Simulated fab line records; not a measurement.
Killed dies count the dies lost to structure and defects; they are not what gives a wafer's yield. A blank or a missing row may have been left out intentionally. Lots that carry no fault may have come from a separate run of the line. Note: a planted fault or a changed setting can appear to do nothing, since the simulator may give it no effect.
Comparing a struck lot with a sound one ; flow nand harc ; 16 out of 1302 route steps
Sound: these wafers, L369.2, L369.4, L369.5. Struck: wafer L366.3 (left out: L366.6, a lot-mate that was not struck); the cause follows at the end.
Each step with rows lists, per side, the tool, then ch with its chambers, then its first start. Under that, the readings that differ: sound wafers ; struck wafers ; difference of the means ; sigmas: that difference in standard deviations of wafers without a fault.
alike: words and numbers the same on both sides, and readings whose means are apart by under 2 such deviations; not compared: readings that were withheld, readings missing a value for some wafer, numbers with overlapping values and no deviation given by the record, and bounds like >300 which may hide the same value.
The two part at a step that has a row with sigmas, a row that says differs or no value, or rows on one side only. Numbers that don't overlap but have no deviation are shown without sigmas and don't part them. A reading missing from all wafers of one side parts the sides only when that side holds two or more wafers.

NHARC_A_DECK1_JOINT_INSPECT_05:
  sound on defect inspect-02, day 21 15:56; struck on defect inspect-01, day 20 01:18
  alike: raw defect count
then, 1 step without rows for these wafers: NHARC_A_ONON_D2_DEP_00 (target thk 1000 nm).
NHARC_A_ONON_D2_THK_MEAS_02: measures by ellipsometry.
  sound on film metro-02, day 21 16:31; struck on film metro-02, day 20 01:53
  alike: thk nm
then, 1 step without rows for these wafers: NHARC_A_ONON_D2_DEP_03 (target thk 1000 nm).
NHARC_A_ONON_D2_THK_MEAS_05: measures by ellipsometry.
  sound on film metro-02, day 21 17:05; struck on film metro-02, day 20 02:27
  alike: thk nm
then, 1 step without rows for these wafers: NHARC_A_ONON_D2_DEP_06 (target thk 1000 nm).
NHARC_A_ONON_D2_THK_MEAS_08: measures by ellipsometry.
  sound on film metro-02, day 21 17:39; struck on film metro-02, day 20 03:01
reading;sound;struck;difference;sigmas
thk nm (nm);1014 1015 1017;984;-31;-2
then, 1 step without rows for these wafers: NHARC_A_ONON_D2_DEP_09 (target thk 1000 nm).
NHARC_A_ONON_D2_THK_MEAS_11: measures by ellipsometry.
  sound on film metro-02, day 21 18:29; struck on film metro-01, day 20 03:35
  alike: thk nm
then, 1 step without rows for these wafers: NHARC_A_ONON_D2_DEP_12 (target thk 1000 nm).
NHARC_A_ONON_D2_THK_MEAS_14: measures by ellipsometry.
  sound on film metro-01, day 21 19:07; struck on film metro-01, day 20 04:09
  alike: thk nm
then, 1 step without rows for these wafers: NHARC_A_ONON_D2_ANNEAL_15 (time 3600 s).
NHARC_A_ONON_D2_DEP_16: target thk 1000 nm.
  sound on pecvd onon-01 ch 0, day 22 02:11; struck on pecvd onon-03 ch 0, day 20 11:08
NHARC_A_ONON_D2_THK_MEAS_18: measures by ellipsometry.
  sound on film metro-01, day 22 02:38; struck on film metro-02, day 20 11:32
reading;sound;struck;difference;sigmas
thk nm (nm);1003 1005 1006;1130;+125;+13
then, 1 step without rows for these wafers: NHARC_A_ONON_D2_DEP_19 (target thk 1000 nm).
-- jump in the record: it breaks off in module A_ONON_D2 and resumes in module END (first step shown: number 1302 of the route), and 11 days separate the struck wafers' starts before and after --
NHARC_END_SORT_01:
  the record has rows for the struck wafers here (prober-01 ch 0, day 31 21:11) and none for the sound ones

## WHERE THEY PART
At NHARC_A_ONON_D2_THK_MEAS_08 first; at NHARC_END_SORT_01 last (within this record only).

WHY: what the simulator had put in
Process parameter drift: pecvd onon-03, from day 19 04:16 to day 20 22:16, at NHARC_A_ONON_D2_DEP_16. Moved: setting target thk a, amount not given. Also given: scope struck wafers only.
